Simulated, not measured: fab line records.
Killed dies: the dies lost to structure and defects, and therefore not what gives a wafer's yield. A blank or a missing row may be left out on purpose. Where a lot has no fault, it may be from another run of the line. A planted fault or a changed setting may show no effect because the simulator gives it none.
Chamber matching :: flow n5-finfet :: N5_BEOL_M9_VIA_ETCH_34 on rie-diel-01: 4 sister chambers
The step etches SiCOH lowk in C4F6/O2, target depth 182.4 nm, time 68.4 s. 16 wafers are shown with their chamber, then 8 later ones without.

EACH WAFER AND ITS CHAMBER
wafer: L078.4
chamber: 2
drypump-motor-current-A (A): 6.8
rf-vpp-V (V): 673
throttle-valve-pct (%): 20.42

wafer: L078.5
chamber: 0
drypump-motor-current-A (A): 5.1
rf-vpp-V (V): 674
throttle-valve-pct (%): 20.44

wafer: L078.6
chamber: 1
drypump-motor-current-A (A): 6.4
rf-vpp-V (V): 633
throttle-valve-pct (%): 21.20

wafer: L080.2
chamber: 3
drypump-motor-current-A (A): 6.2
rf-vpp-V (V): 655
throttle-valve-pct (%): 20.55

wafer: L080.3
chamber: 0
drypump-motor-current-A (A): 5.1
rf-vpp-V (V): 673
throttle-valve-pct (%): 20.47

wafer: L080.6
chamber: 1
drypump-motor-current-A (A): 6.4
rf-vpp-V (V): 634
throttle-valve-pct (%): 21.20

wafer: L081.1
chamber: 3
drypump-motor-current-A (A): 6.3
rf-vpp-V (V): 656
throttle-valve-pct (%): 20.56

wafer: L081.4
chamber: 3
drypump-motor-current-A (A): 6.3
rf-vpp-V (V): 657
throttle-valve-pct (%): 20.54

wafer: L081.5
chamber: 0
drypump-motor-current-A (A): 5.1
rf-vpp-V (V): 673
throttle-valve-pct (%): 20.44

wafer: L088.4
chamber: 1
drypump-motor-current-A (A): 6.3
rf-vpp-V (V): 634
throttle-valve-pct (%): 21.23

wafer: L088.5
chamber: 0
drypump-motor-current-A (A): 5.1
rf-vpp-V (V): 672
throttle-valve-pct (%): 20.48

wafer: L088.6
chamber: 1
drypump-motor-current-A (A): 6.4
rf-vpp-V (V): 633
throttle-valve-pct (%): 21.24

wafer: L089.2
chamber: 2
drypump-motor-current-A (A): 6.8
rf-vpp-V (V): 674
throttle-valve-pct (%): 20.47

wafer: L089.5
chamber: 1
drypump-motor-current-A (A): 6.4
rf-vpp-V (V): 633
throttle-valve-pct (%): 21.23

wafer: L089.6
chamber: 0
drypump-motor-current-A (A): 5.1
rf-vpp-V (V): 672
throttle-valve-pct (%): 20.47

wafer: L094.2
chamber: 2
drypump-motor-current-A (A): 6.8
rf-vpp-V (V): 673
throttle-valve-pct (%): 20.47

SIGNATURES (averages over the wafers above)
reading: drypump-motor-current-A
chamber 0: 5.100
chamber 1: 6.380
chamber 2: 6.800
chamber 3: 6.267
scatter within a chamber: 0.035

reading: rf-vpp-V
chamber 0: 672.80
chamber 1: 633.40
chamber 2: 673.33
chamber 3: 656.00
scatter within a chamber: 0.745

reading: throttle-valve-pct
chamber 0: 20.4600
chamber 1: 21.2200
chamber 2: 20.4533
chamber 3: 20.5500
scatter within a chamber: 0.0197
Rule: a wafer lies at a distance from a chamber equal to the root of the sum of squares, over the readings, of (its reading less the chamber's mean, divided by the reading's scatter). The wafer belongs to the nearest chamber; if the next one is less than 2 further off, it can't be placed. The scatter is the square root of a quotient: the sum, over the shown wafers, of each reading's squared deviation from its chamber's mean, divided by wafers minus chambers.

WAFERS WITH NO CHAMBER GIVEN
wafer: L094.3
drypump-motor-current-A (A): 6.3
rf-vpp-V (V): 632
throttle-valve-pct (%): 21.25

wafer: L094.5
drypump-motor-current-A (A): 6.2
rf-vpp-V (V): 655
throttle-valve-pct (%): 20.59

wafer: L095.2
drypump-motor-current-A (A): 5.1
rf-vpp-V (V): 673
throttle-valve-pct (%): 20.51

wafer: L095.4
drypump-motor-current-A (A): 6.3
rf-vpp-V (V): 655
throttle-valve-pct (%): 20.59

wafer: L095.5
drypump-motor-current-A (A): 5.1
rf-vpp-V (V): 673
throttle-valve-pct (%): 20.48

wafer: L096.1
drypump-motor-current-A (A): 6.2
rf-vpp-V (V): 655
throttle-valve-pct (%): 20.59

wafer: L096.4
drypump-motor-current-A (A): 5.1
rf-vpp-V (V): 671
throttle-valve-pct (%): 20.48

wafer: L096.6
drypump-motor-current-A (A): 6.3
rf-vpp-V (V): 633
throttle-valve-pct (%): 21.25

EACH ONE'S CHAMBER
wafer: L094.3
from the rows above: 1
in truth: 1

wafer: L094.5
from the rows above: 3
in truth: 3

wafer: L095.2
from the rows above: 0
in truth: 0

wafer: L095.4
from the rows above: 3
in truth: 3

wafer: L095.5
from the rows above: 0
in truth: 0

wafer: L096.1
from the rows above: 3
in truth: 3

wafer: L096.4
from the rows above: 0
in truth: 0

wafer: L096.6
from the rows above: 1
in truth: 1
Correctly placed: 8 of 8. Number that these rows cannot place: 0. Placed wrongly: 0.
